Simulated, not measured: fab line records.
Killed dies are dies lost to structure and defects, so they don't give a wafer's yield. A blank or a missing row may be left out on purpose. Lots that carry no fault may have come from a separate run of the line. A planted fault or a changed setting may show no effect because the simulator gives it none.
fab line records | flow nand_harc | part 2 of 2: steps 24 to 34 of 34
[record] lots = 5 | wafers = 15 | last_day = 22
route steps=1159 shown A_M1@1035 A_BONDPAD@1059
lots untouched by any fault: they come from a run of this same line in which no faults occurred
start_h: hours from the record's first day to the start of the lot's first wafer shown | wait_h: hours since the lot's step before | " same as the row above | L1.1+2: a single row standing in for several wafers | - either no value or no given start | * or withheld: withheld | < > ~ a bound
route shown NAME@n: names a module that has steps shown in the file, with the first one's number in the route | usual: the fault-free wafers' mean and standard deviation | same: alike in all rows | chamber/n: place in a boat | sites: per-site readings | _std_site: standard deviation across them | _edge_site: inner sites' mean taken away from outer sites' mean | radius_mm: how far each site lies from the wafer's centre | mask NAME#n: copy n | behind: the most recent tool/chamber to have shaped the wafer | hold: why the lot was held/for how many hours/how that ended | device: names the non-switching transistor (n, p or np) | end of line: the route-end tests of the same wafers | a step given without rows: its recipe and nothing more | killed: dies that structure and defects cost at the first sort, which is not the same as the wafer's yield | map: shows each die of a wafer: x if killed, . if not, _ if none is there
set.NAME: the setting as run; set.NAME@STEP: as run at that earlier step | model.NAME: the simulator's own value behind a step, which no gauge read
lots at selected steps of the route; one table per step, one row per wafer
services: the hour from which a tool's chamber was out of use, counted from the record's first day as start_h (under 0 if before that day), plus the number of hours and why
[[steps]]
[step NHARC_A_BONDPAD_DEP_00]
[recipe] target_thk_a = 2500 | temp_c = 370 | target_thk_nm = 250 | pressure_torr = 3 | flow_sccm = 200 | rf_w = 450 | material = SiCN
[usual] heater_power_w = 557/72
lot.wafer | tool     | chamber | start_h | wait_h | heater_power_w
L080.1    | pecvd-04 | 2       | 466.36  | -      | 553
L080.2    | "        | 0       | "       | "      | 628
L080.4    | "        | 1       | "       | "      | 614
L082.1    | pecvd-04 | 0       | 470.97  | -      | 630
L082.2    | "        | 1       | "       | "      | 640
L082.3    | "        | 2       | "       | "      | 534
L084.3    | pecvd-02 | 2       | 474.39  | -      | 486
L084.6    | "        | 1       | "       | "      | 484
L084.5    | "        | 2       | "       | "      | 490
L083.2    | pecvd-04 | 0       | -       | -      | 654
L083.3    | "        | 1       | "       | "      | 651
L083.1    | "        | 2       | "       | "      | 468
L085.3    | pecvd-02 | 2       | 478.33  | -      | 578
L085.1    | "        | 0       | "       | "      | 447
L085.5    | "        | 1       | "       | "      | 537
[step NHARC_A_BONDPAD_CMP_29]
[recipe] target_thk_nm = 200 | material = SiCN
[usual] motor_current_A = 12.7/1.3
lot.wafer | tool   | chamber | start_h | wait_h | motor_current_A
L080.1    | cmp-01 | 3       | 466.72  | -      | 11.2
L080.2    | "      | 0       | "       | "      | 14.2
L080.4    | "      | 1       | "       | "      | 12.1
L082.3    | cmp-01 | 1       | 471.38  | -      | 11.7
L082.1    | "      | 2       | "       | "      | 12.3
L082.2    | "      | 3       | "       | "      | 11.1
L084.3    | cmp-03 | 0       | 474.78  | -      | 12.1
L084.6    | "      | 1       | "       | "      | 14.5
L084.5    | "      | 2       | "       | "      | 13.4
L083.3    | cmp-03 | 1       | 478.42  | -      | 14.4
L083.1    | "      | 2       | "       | "      | 13.5
L083.2    | "      | 3       | "       | "      | 9.1
L085.1    | cmp-04 | 2       | 478.69  | -      | 12.1
L085.3    | "      | 3       | "       | "      | 14.1
L085.5    | "      | 3       | "       | "      | 14.1
[step NHARC_A_BONDPAD_THK_MEAS_30]
[recipe] thk_meas_gauge = ellipsometry
[usual] thk_nm = 200.2/1.7
lot.wafer | tool          | chamber | start_h | wait_h | thk_nm
L080.1    | film_metro-02 | -       | 466.97  | 0.2    | 200.6
L080.2    | "             | -       | "       | "      | 199.4
L080.4    | "             | -       | "       | "      | 200.1
L082.1    | film_metro-01 | -       | 471.64  | 0.2    | 199.9
L082.2    | "             | -       | "       | "      | 203.2
L082.3    | "             | -       | "       | "      | 198.4
L084.3    | film_metro-01 | -       | 474.95  | 0.2    | 198.1
L084.5    | "             | -       | "       | "      | 198.6
L084.6    | "             | -       | "       | "      | 198.8
L083.1    | film_metro-01 | -       | 478.67  | 0.2    | 200.1
L083.2    | "             | -       | "       | "      | 200.8
L083.3    | "             | -       | "       | "      | 197.1
L085.1    | film_metro-02 | -       | 478.94  | 0.2    | 199.5
L085.3    | "             | -       | "       | "      | 203.3
L085.5    | "             | -       | "       | "      | 203.0
[step NHARC_A_BONDPAD_SRD_31]
lot.wafer  | tool         | chamber | start_h | wait_h
L080.4+1+2 | wet_bench-10 | 1,3,5   | 467.02  | 0.0
L082.2+3+1 | wet_bench-10 | 2,3,5   | 471.69  | 0.1
L084.3+5+6 | wet_bench-10 | 3,6,7   | 474.99  | 0.0
L083.1+3+2 | wet_bench-08 | 2,5,6   | 478.72  | 0.0
L085.3+1+5 | wet_bench-08 | 5,6,7   | 478.98  | 0.0
[step NHARC_A_BONDPAD_DEHYDRATE_01]
[recipe] temp_c = 150 | time_s = 120
[usual] chill_plate_temp_C = 22.99/0.12
[same] time_s = 120
lot.wafer | tool           | chamber | start_h | wait_h | chill_plate_temp_C
L080.1    | litho_track-07 | 0       | 467.10  | 0.1    | 22.79
L080.2    | "              | 0       | "       | "      | 23.04
L080.4    | "              | 0       | "       | "      | 22.89
L082.1    | litho_track-02 | 0       | 471.76  | 0.1    | 23.09
L082.2    | "              | 0       | "       | "      | 23.14
L082.3    | "              | 0       | "       | "      | 23.30
L084.3    | litho_track-02 | 0       | 475.08  | 0.1    | 22.84
L084.5    | "              | 0       | "       | "      | 23.02
L084.6    | "              | 0       | "       | "      | 22.91
L083.1    | litho_track-07 | 0       | 478.79  | 0.1    | 23.08
L083.2    | "              | 0       | "       | "      | 23.12
L083.3    | "              | 0       | "       | "      | 23.11
L085.1    | litho_track-07 | 0       | 479.06  | 0.1    | 22.91
L085.3    | "              | 0       | "       | "      | 22.98
L085.5    | "              | 0       | "       | "      | 22.92
[step NHARC_A_BONDPAD_HMDS_02]
[recipe] time_s = 30
[usual] chill_plate_temp_C = 23.01/0.12
[same] time_s = 30
lot.wafer | tool           | chamber | start_h | wait_h | chill_plate_temp_C
L080.1    | litho_track-07 | 0       | -       | -      | 23.08
L080.2    | "              | 0       | "       | "      | 23.02
L080.4    | "              | 0       | "       | "      | 23.15
L082.1    | litho_track-02 | 0       | -       | -      | 23.09
L082.2    | "              | 0       | "       | "      | 22.96
L082.3    | "              | 0       | "       | "      | 22.92
L084.3    | litho_track-02 | 0       | -       | -      | 23.15
L084.5    | "              | 0       | "       | "      | 23.13
L084.6    | "              | 0       | "       | "      | 22.92
L083.1    | litho_track-07 | 0       | -       | -      | 23.09
L083.2    | "              | 0       | "       | "      | 23.11
L083.3    | "              | 0       | "       | "      | 23.20
L085.1    | litho_track-07 | 0       | -       | -      | 23.07
L085.3    | "              | 0       | "       | "      | 23.10
L085.5    | "              | 0       | "       | "      | 22.93
[step NHARC_A_BONDPAD_COAT_33]
[recipe] temp_c = 200 | time_s = 65
[usual] chill_plate_temp_C = 23.01/0.11
[same] time_s = 65
lot.wafer | tool           | chamber | start_h | wait_h | chill_plate_temp_C
L080.1    | litho_track-07 | 0       | -       | -      | 23.07
L080.2    | "              | 0       | "       | "      | 23.18
L080.4    | "              | 0       | "       | "      | 23.05
L082.1    | litho_track-02 | 0       | -       | -      | 22.99
L082.2    | "              | 0       | "       | "      | 23.06
L082.3    | "              | 0       | "       | "      | 22.97
L084.3    | litho_track-02 | 0       | -       | -      | 22.90
L084.5    | "              | 0       | "       | "      | 22.96
L084.6    | "              | 0       | "       | "      | 22.99
L083.1    | litho_track-07 | 0       | -       | -      | 23.07
L083.2    | "              | 0       | "       | "      | 23.06
L083.3    | "              | 0       | "       | "      | 22.94
L085.1    | litho_track-07 | 0       | -       | -      | 23.04
L085.3    | "              | 0       | "       | "      | 22.99
L085.5    | "              | 0       | "       | "      | 23.05
[step NHARC_A_BONDPAD_COAT_03]
[recipe] spin_rpm = 2000 | resist_thk_nm = 600
[usual] chill_plate_temp_C = 23.01/0.11 | dispense_pressure_kPa = 52.2/2.5
lot.wafer | tool           | chamber | start_h | wait_h | chill_plate_temp_C | dispense_pressure_kPa
L080.1    | litho_track-07 | 0       | -       | -      | 22.88              | 54.4
L080.2    | "              | 0       | "       | "      | 22.81              | 54.5
L080.4    | "              | 0       | "       | "      | 23.05              | 54.4
L082.1    | litho_track-02 | 0       | -       | -      | 23.15              | 49.3
L082.2    | "              | 0       | "       | "      | 22.96              | 49.3
L082.3    | "              | 0       | "       | "      | 23.17              | 49.3
L084.3    | litho_track-02 | 0       | -       | -      | 22.97              | 49.3
L084.5    | "              | 0       | "       | "      | 22.88              | 49.3
L084.6    | "              | 0       | "       | "      | 22.97              | 49.3
L083.1    | litho_track-07 | 0       | -       | -      | 23.16              | 54.4
L083.2    | "              | 0       | "       | "      | 23.17              | 54.4
L083.3    | "              | 0       | "       | "      | 23.16              | 54.4
L085.1    | litho_track-07 | 0       | -       | -      | 23.01              | 54.4
L085.3    | "              | 0       | "       | "      | 22.78              | 54.5
L085.5    | "              | 0       | "       | "      | 22.98              | 54.4
[step NHARC_A_BONDPAD_SOFTBAKE_04]
[recipe] temp_c = 125 | time_s = 70
[usual] chill_plate_temp_C = 23.01/0.11
[same] time_s = 70
lot.wafer | tool           | chamber | start_h | wait_h | chill_plate_temp_C
L080.1    | litho_track-07 | 0       | -       | -      | 23.08
L080.2    | "              | 0       | "       | "      | 23.01
L080.4    | "              | 0       | "       | "      | 23.11
L082.1    | litho_track-02 | 0       | -       | -      | 23.00
L082.2    | "              | 0       | "       | "      | 23.04
L082.3    | "              | 0       | "       | "      | 23.02
L084.3    | litho_track-02 | 0       | -       | -      | 23.04
L084.5    | "              | 0       | "       | "      | 23.11
L084.6    | "              | 0       | "       | "      | 23.10
L083.1    | litho_track-07 | 0       | -       | -      | 22.73
L083.2    | "              | 0       | "       | "      | 22.91
L083.3    | "              | 0       | "       | "      | 22.90
L085.1    | litho_track-07 | 0       | -       | -      | 22.78
L085.3    | "              | 0       | "       | "      | 22.80
L085.5    | "              | 0       | "       | "      | 22.91
[step NHARC_A_BONDPAD_EBR_05]
[usual] chill_plate_temp_C = 22.99/0.12
lot.wafer | tool           | chamber | start_h | wait_h | chill_plate_temp_C
L080.1    | litho_track-07 | 0       | -       | -      | 22.95
L080.2    | "              | 0       | "       | "      | 22.94
L080.4    | "              | 0       | "       | "      | 22.87
L082.1    | litho_track-02 | 0       | -       | -      | 22.95
L082.2    | "              | 0       | "       | "      | 22.97
L082.3    | "              | 0       | "       | "      | 23.07
L084.3    | litho_track-02 | 0       | -       | -      | 23.20
L084.5    | "              | 0       | "       | "      | 23.18
L084.6    | "              | 0       | "       | "      | 23.16
L083.1    | litho_track-07 | 0       | -       | -      | 22.90
L083.2    | "              | 0       | "       | "      | 22.80
L083.3    | "              | 0       | "       | "      | 22.87
L085.1    | litho_track-07 | 0       | -       | -      | 22.98
L085.3    | "              | 0       | "       | "      | 22.91
L085.5    | "              | 0       | "       | "      | 22.94
[step NHARC_A_BONDPAD_EXPOSE_06]
[recipe] na = 0.55 | dose_mj = 36.99 | mask_id = A_BPAD
[usual] focus_offset_nm = 0.0/0.61
lot.wafer | tool           | chamber | start_h | wait_h | mask     | focus_offset_nm
L080.1    | krf_scanner-02 | 0       | 467.39  | -      | A_BPAD#0 | 0.1
L080.2    | "              | 0       | "       | "      | A_BPAD#0 | 0.2
L080.4    | "              | 0       | "       | "      | A_BPAD#0 | -1.1
L082.1    | krf_scanner-02 | 0       | 471.93  | -      | A_BPAD#0 | 0.0
L082.2    | "              | 0       | "       | "      | A_BPAD#0 | -0.8
L082.3    | "              | 0       | "       | "      | A_BPAD#0 | -0.5
L084.3    | krf_scanner-02 | 0       | 475.25  | -      | A_BPAD#0 | 0.4
L084.5    | "              | 0       | "       | "      | A_BPAD#0 | 0.1
L084.6    | "              | 0       | "       | "      | A_BPAD#0 | -0.5
L083.1    | krf_scanner-02 | 0       | 478.96  | -      | A_BPAD#0 | -0.2
L083.2    | "              | 0       | "       | "      | A_BPAD#0 | 0.1
L083.3    | "              | 0       | "       | "      | A_BPAD#0 | 0.0
L085.1    | krf_scanner-04 | 0       | 479.35  | -      | A_BPAD#0 | -0.5
L085.3    | "              | 0       | "       | "      | A_BPAD#0 | 0.0
L085.5    | "              | 0       | "       | "      | A_BPAD#0 | 0.2
[[services]]
tool           | chamber | start_h | hours | kind
litho_track-01 | -       | 443.00  | 7.0   | pm
ecd_cu-01      | -       | 448.00  | 8.0   | pm
cmp-03         | -       | 450.43  | 4.0   | pm
cmp-01         | -       | 451.49  | 0.6   | repair
rie_diel-13    | -       | 453.00  | 9.0   | pm
rie_diel-13    | 0       | 453.00  | 9.0   | vent_cycle
rie_diel-13    | 1       | 453.00  | 9.0   | vent_cycle
rie_diel-13    | 2       | 453.00  | 9.0   | vent_cycle
rie_diel-13    | 3       | 453.00  | 9.0   | vent_cycle
cmp-03         | -       | 455.43  | 0.4   | repair
pvd_sputter-03 | -       | 458.02  | 10.0  | pm
rie_diel-09    | 3       | 461.64  | 7.1   | repair
pvd_sputter-01 | -       | 461.95  | 0.5   | repair
rie_diel-13    | 0       | 462.00  | -     | clean
rie_diel-13    | 1       | 462.00  | -     | clean
krf_scanner-02 | -       | 465.70  | 1.1   | repair
pecvd-03       | -       | 466.14  | 0.5   | repair
pvd_sputter-02 | -       | 467.32  | 1.1   | repair
krf_scanner-04 | -       | 470.00  | 4.0   | pm
pecvd-03       | -       | 471.80  | 0.6   | repair
pecvd-03       | -       | 473.16  | 13.0  | pm
rie_diel-09    | 0       | 476.10  | 3.3   | repair
cmp-01         | -       | 477.44  | 4.0   | pm
rie_diel-01    | 3       | 477.80  | 4.3   | repair
